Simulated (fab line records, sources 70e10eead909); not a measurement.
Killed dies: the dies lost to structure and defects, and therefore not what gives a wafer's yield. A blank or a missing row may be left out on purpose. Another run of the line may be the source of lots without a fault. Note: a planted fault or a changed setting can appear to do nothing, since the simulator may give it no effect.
Which tool is to blame? | flow nandHarc | 12 lots, 36 wafers sampled, at 6 steps of a route of 1159

WHAT THE GAUGES SHOWED, per wafer
NHARC_A_CONTACT_INSPECT_44. Usual: rawDefectCount reads 27 (standard deviation 13).
lot  | measured     | on               | rawDefectCount          | flag
L925 | day 16 07:20 | defectInspect-01 | 19 23 19                | 
L929 | day 16 18:26 | defectInspect-02 | 42 48 26                | 
L926 | day 16 18:35 | defectInspect-02 | 17 18 13                | 
L931 | day 17 00:28 | defectInspect-02 | 27 30 28                | 
L927 | day 16 23:56 | defectInspect-02 | 33 35 31                | 
L928 | day 17 06:44 | defectInspect-02 | 7 10 12                 | 
L933 | day 18 08:13 | defectInspect-02 | 24 21 19                | 
L934 | day 18 17:43 | defectInspect-02 | 39 45 35                | 
L935 | day 18 23:31 | defectInspect-01 | 21 28 25                | 
L938 | day 19 08:11 | defectInspect-01 | 397 386 401 397 382 397 | OFF
L940 | day 20 07:15 | defectInspect-01 | 404 432 409 397 433 403 | OFF
L948 | day 22 02:15 | defectInspect-02 | 19 23 18                | 

NHARC_END_SORT_01. Usual: killedAtArray 29, standard deviation 11; killedAtOther 0.7, standard deviation 1.1; killedAtPeriphery 3.1, standard deviation 2; killedDies 33, standard deviation 11; killedOpen 3.5, standard deviation 1.8; killedShort 2.0, standard deviation 1.4.
lot  | measured     | on        | killedAtArray | killedAtOther | killedAtPeriphery | killedDies | killedOpen | killedShort | flag
L925 | day 20 08:43 | prober-01 | 19 20 21      | 0 0 0         | 4 3 5             | 23 23 26   | 4 4 5      | 0 1 0       | 
L929 | day 20 16:29 | prober-01 | 33 38 34      | 0 0 0         | 0 1 4             | 33 39 38   | 1 5 5      | 0 0 4       | 
L926 | day 20 21:47 | prober-02 | 25 20 17      | 0 0 0         | 2 2 3             | 27 22 20   | 3 5 1      | 1 1 3       | 
L931 | day 21 00:14 | prober-01 | 27 26 33      | 0 0 0         | 4 6 7             | 31 32 40   | 4 4 6      | 4 2 1       | 
L927 | day 21 04:49 | prober-02 | 34 41 39      | 0 0 1         | 4 2 1             | 38 43 41   | 6 4 2      | 3 3 2       | 
L928 | day 21 12:37 | prober-02 | 9 17 18       | 0 0 0         | 1 3 4             | 10 20 22   | 0 3 5      | 2 6 0       | 
L933 | day 21 17:22 | prober-01 | 30 23 24      | 0 0 0         | 0 2 3             | 30 25 27   | 7 1 8      | 1 0 0       | 
L934 | day 22 00:25 | prober-01 | 34 44 34      | 0 1 1         | 4 4 5             | 38 49 40   | 2 3 2      | 0 3 2       | 
L935 | day 22 14:11 | prober-01 | 23 32 30      | 0 0 0         | 4 4 7             | 27 36 37   | 4 3 8      | 1 2 3       | 
L938 | day 22 16:53 | prober-02 | 88 93 96      | 0 0 1         | 2 1 0             | 90 94 97   | 3 3 2      | 3 4 4       | OFF
L940 | day 24 13:19 | prober-01 | 106 87 90     | 0 0 0         | 3 2 2             | 109 89 92  | 2 5 4      | 3 3 1       | OFF
L948 | day 25 02:52 | prober-02 | 25 23 24      | 0 0 0         | 0 1 0             | 25 24 24   | 2 2 3      | 2 0 0       | 

EACH LOT AND THE TOOL THAT RAN IT (in order: tool; ch and the chambers of the sampled wafers; start)
lot  | NHARC_A_WL_FILL_ETCHBACK_26     | NHARC_A_CONTACT_DEP_28       | NHARC_A_CONTACT_ETCH_51                      | NHARC_A_CONTACT_ETCH_114
L925 | rieSi-04 ch 1,3, day 15 20:44   | aclDep-01 ch 0, day 16 04:15 | rieDiel-05 ch 0,1,3, day 16 09:10 or earlier | harCapEtch-01 ch 0,1, day 16 09:10
L929 | rieSi-05 ch 1,2,3, day 16 08:41 | aclDep-01 ch 0, day 16 15:20 | rieDiel-05 ch 0,2, day 16 20:20 or earlier   | harCapEtch-01 ch 1, day 16 20:20
L926 | rieSi-04 ch 1,2,3, day 16 08:43 | aclDep-02 ch 0, day 16 16:11 | rieDiel-05 ch 1,2,3, day 16 20:50 or earlier | harCapEtch-03 ch 0,1, day 16 20:50
L931 | rieSi-02 ch 1,3, day 16 14:15   | aclDep-01 ch 0, day 16 21:03 | rieDiel-11 ch 0,2, day 17 02:50 or earlier   | harCapEtch-02 ch 0,1, day 17 02:50
L927 | rieSi-04 ch 1,2,3, day 16 14:15 | aclDep-03 ch 0, day 16 21:10 | rieDiel-07 ch 1,3, day 17 02:00 or earlier   | harCapEtch-03 ch 0,1, day 17 02:00
L928 | rieSi-05 ch 1,2,3, day 16 20:16 | aclDep-02 ch 0, day 17 04:05 | rieDiel-07 ch 1,2,3, day 17 08:29 or earlier | harCapEtch-01 ch 0, day 17 08:29
L933 | rieSi-04 ch 0,3, day 17 20:06   | aclDep-02 ch 0, day 18 05:41 | rieDiel-05 ch 0,1,3, day 18 10:02 or earlier | harCapEtch-01 ch 0,1, day 18 10:02
L934 | rieSi-02 ch 1,2,3, day 18 08:10 | aclDep-01 ch 0, day 18 14:47 | rieDiel-05 ch 2,3, day 18 19:53 or earlier   | harCapEtch-01 ch 0,1, day 18 19:53
L935 | rieSi-04 ch 1,2,3, day 18 08:10 | aclDep-03 ch 0, day 18 20:28 | rieDiel-07 ch 0,2,3, day 19 01:31 or earlier | harCapEtch-03 ch 0,1, day 19 01:31
L938 | rieSi-02 ch 0,2, day 18 21:00   | aclDep-03 ch 0, day 19 05:56 | rieDiel-07 ch 0,2, day 19 14:04 or earlier   | harCapEtch-01 ch 0,1, day 19 14:04
L940 | rieSi-04 ch 1,2, day 19 12:40   | aclDep-03 ch 0, day 20 05:02 | rieDiel-05 ch 0,2,3, day 20 12:37 or earlier | harCapEtch-02 ch 0,1, day 20 12:37
L948 | rieSi-04 ch 0,2,3, day 21 15:31 | aclDep-01 ch 0, day 21 23:10 | rieDiel-07 ch 0,1,3, day 22 04:08 or earlier | harCapEtch-03 ch 0,1, day 22 04:08
- NHARC_A_WL_FILL_ETCHBACK_26: etches the open film in HBr, target depth 52 nm, time 13.3 s.
- NHARC_A_CONTACT_DEP_28: deposits aC, target thk 3600 nm.
- NHARC_A_CONTACT_ETCH_51: etches the open film in O2/COS, target depth 3600 nm, time 936 s.
- NHARC_A_CONTACT_ETCH_114: etches the open film in C4F8/O2/Ar, time 94 s, target depth 922 nm.

AS READ BY THE TOOLS THEMSELVES (means over the sampled wafers that have a number; for cases with no such wafer, the mark the record gives instead)
NHARC_A_WL_FILL_ETCHBACK_26. Usual: drypumpMotorCurrentA 5.7 A, standard deviation 0.58; oesProductAu 1.001 a.u., standard deviation 0.0095; throttleValvePct 23.267 %, standard deviation 0.0085.
lot  | tool     | drypumpMotorCurrentA (A) | oesProductAu (a.u.) | throttleValvePct (%) | flag
L925 | rieSi-04 | 5.8                      | 1.009               | 23.253               | 
L929 | rieSi-05 | 5.9                      | 1.003               | 23.264               | 
L926 | rieSi-04 | 5.7                      | 1.001               | 23.275               | 
L931 | rieSi-02 | 5.8                      | 0.998               | 23.266               | 
L927 | rieSi-04 | 5.7                      | 1.000               | 23.268               | 
L928 | rieSi-05 | 5.9                      | 1.003               | 23.263               | 
L933 | rieSi-04 | 6.5                      | 1.001               | 23.267               | 
L934 | rieSi-02 | 5.5                      | 1.000               | 23.264               | 
L935 | rieSi-04 | 5.7                      | 1.000               | 23.264               | 
L938 | rieSi-02 | 5.6                      | 0.999               | 23.264               | 
L940 | rieSi-04 | 5.3                      | 1.001               | 23.270               | 
L948 | rieSi-04 | 6.0                      | 0.986               | 23.263               | 

NHARC_A_CONTACT_DEP_28. Usual: susceptorTempC 400.03 C, standard deviation 0.19; throttleValvePct 35.000 %, standard deviation 0.0084.
lot  | tool      | susceptorTempC (C) | throttleValvePct (%) | flag
L925 | aclDep-01 | 399.77             | 35.010               | 
L929 | aclDep-01 | 399.93             | 34.993               | 
L926 | aclDep-02 | -                  | 34.998               | OFF
L931 | aclDep-01 | 400.06             | 35.001               | 
L927 | aclDep-03 | -                  | 35.006               | OFF
L928 | aclDep-02 | -                  | 35.006               | OFF
L933 | aclDep-02 | 400.05             | 35.001               | 
L934 | aclDep-01 | -                  | 34.997               | OFF
L935 | aclDep-03 | -                  | 35.000               | OFF
L938 | aclDep-03 | -                  | 34.995               | OFF
L940 | aclDep-03 | 399.88             | 34.996               | 
L948 | aclDep-01 | 400.09             | 35.007               | 

NHARC_A_CONTACT_ETCH_51. Usual: drypumpMotorCurrentA 5.8 A, standard deviation 0.49; oesProductAu 1.001 a.u., standard deviation 0.0095; rfVppV 314.6 V, standard deviation 1.9; showerheadPlenumPTorr 3.15 Torr, standard deviation 0.12; throttleValvePct 28.330 %, standard deviation 0.0099.
lot  | tool       | drypumpMotorCurrentA (A) | oesProductAu (a.u.) | rfVppV (V) | showerheadPlenumPTorr (Torr) | throttleValvePct (%) | flag
L925 | rieDiel-05 | 5.6                      | 0.997               | 315.2      | 3.13                         | 28.324               | 
L929 | rieDiel-05 | 5.5                      | 1.006               | 314.2      | 3.09                         | 28.328               | 
L926 | rieDiel-05 | 5.6                      | 1.002               | 316.3      | 3.18                         | 28.330               | 
L931 | rieDiel-11 | 6.1                      | 1.009               | 313.1      | 2.97                         | 28.330               | 
L927 | rieDiel-07 | 5.7                      | 0.992               | 315.9      | 3.24                         | 28.328               | 
L928 | rieDiel-07 | 6.0                      | 1.008               | 315.3      | 3.26                         | 28.333               | 
L933 | rieDiel-05 | 5.6                      | 0.997               | 314.1      | 3.12                         | 28.329               | 
L934 | rieDiel-05 | 5.5                      | 0.997               | 315.0      | 3.19                         | 28.325               | 
L935 | rieDiel-07 | 6.0                      | 1.002               | 315.6      | 3.21                         | 28.335               | 
L938 | rieDiel-07 | 6.5                      | 1.004               | 315.9      | 3.19                         | 28.328               | 
L940 | rieDiel-05 | 5.5                      | 1.012               | 314.5      | 3.10                         | 28.326               | 
L948 | rieDiel-07 | 5.7                      | 0.995               | 315.2      | 3.19                         | 28.326               | 

THE ANSWER, worked out from the rows above alone
Rule: take the mean of a lot's wafers that have a number; if it is more than 3 standard deviations from the usual mean, the lot is off. Also off: a lot with no number at a reading for which 4 or more lots have one. Any other lot the step has rows for is counted as sound. First the gauges in route order, then the tools' own readings, where a lot's mean is used as printed above. The first step at which some lot is off is used, and at that step the reading that is off furthest; a lot without a number counts as furthest.
Off: L938, L940, at NHARC_A_CONTACT_INSPECT_44 (rawDefectCount).
If a tool, at a process step before that reading, ran all the lots that are off and no sound lot after the first of them, it fits. The gauges at NHARC_A_CONTACT_INSPECT_44 aren't tried: what is off there is off at NHARC_END_SORT_01 too, on other tools, and a gauge's error can't cause that. One candidate fits, namely aclDep-03 at NHARC_A_CONTACT_DEP_28. Its last sound lot is L935 (day 18 20:28), its first lot that is off L938 (day 19 05:56): a fault that began between those two fits.

WHAT THE SIMULATOR HAD INSERTED
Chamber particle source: aclDep-03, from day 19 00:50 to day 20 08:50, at NHARC_A_CONTACT_DEP_28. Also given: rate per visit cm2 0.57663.
Shown lots that were struck: L938, L940. The same result came from the rule above.
